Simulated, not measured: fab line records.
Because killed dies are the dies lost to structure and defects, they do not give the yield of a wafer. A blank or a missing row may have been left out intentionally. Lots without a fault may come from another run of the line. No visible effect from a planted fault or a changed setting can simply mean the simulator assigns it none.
Matching of chambers	flow n5-finfet	N5_BEOL_M2_ALD_84 on ald-metal-03: 4 sister chambers
The step deposits TaN, pulse time 2 s, purge time 3 s, co reactant purge time 2 s. 4 wafers are shown with their chamber, then 9 later ones without.

== WAFERS, EACH WITH ITS CHAMBER ==
wafer	chamber	heater-power-w (W)
L089.2	3	464
L089.5	1	512
L090.4	2	390
L090.5	0	370

== WAFERS WITHOUT THEIR CHAMBER ==
wafer	heater-power-w (W)
L093.2	384
L093.3	465
L093.4	509
L091.1	374
L091.2	457
L091.3	382
L094.1	462
L094.5	369
L094.6	457

== THE CHAMBER EACH PASSED THROUGH ==
wafer	from the rows above	in truth
L093.2	can't be placed: 2 or 0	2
L093.3	3	3
L093.4	1	1
L091.1	0	0
L091.2	3	3
L091.3	can't be placed: 2 or 0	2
L094.1	3	3
L094.5	0	0
L094.6	3	3
Correctly placed: 7 of 9. Cannot be placed on the basis of these rows: 2; the candidates contain the true chamber in 2. Wrongly placed: 0.
How it was worked out, from the rows above alone: a wafer's distance from a chamber is the root of the sum, over the readings, of the square of ((its reading less the chamber's mean) divided by the reading's scatter). If the next closest chamber is less than 2 further off than the closest, the wafer can't be placed; otherwise it belongs to the closest. For every chamber, the mean is computed from those of its wafers that are shown. The scatter: root of mean squared gap, hidden wafer to nearest shown wafer, with one shown wafer a chamber.
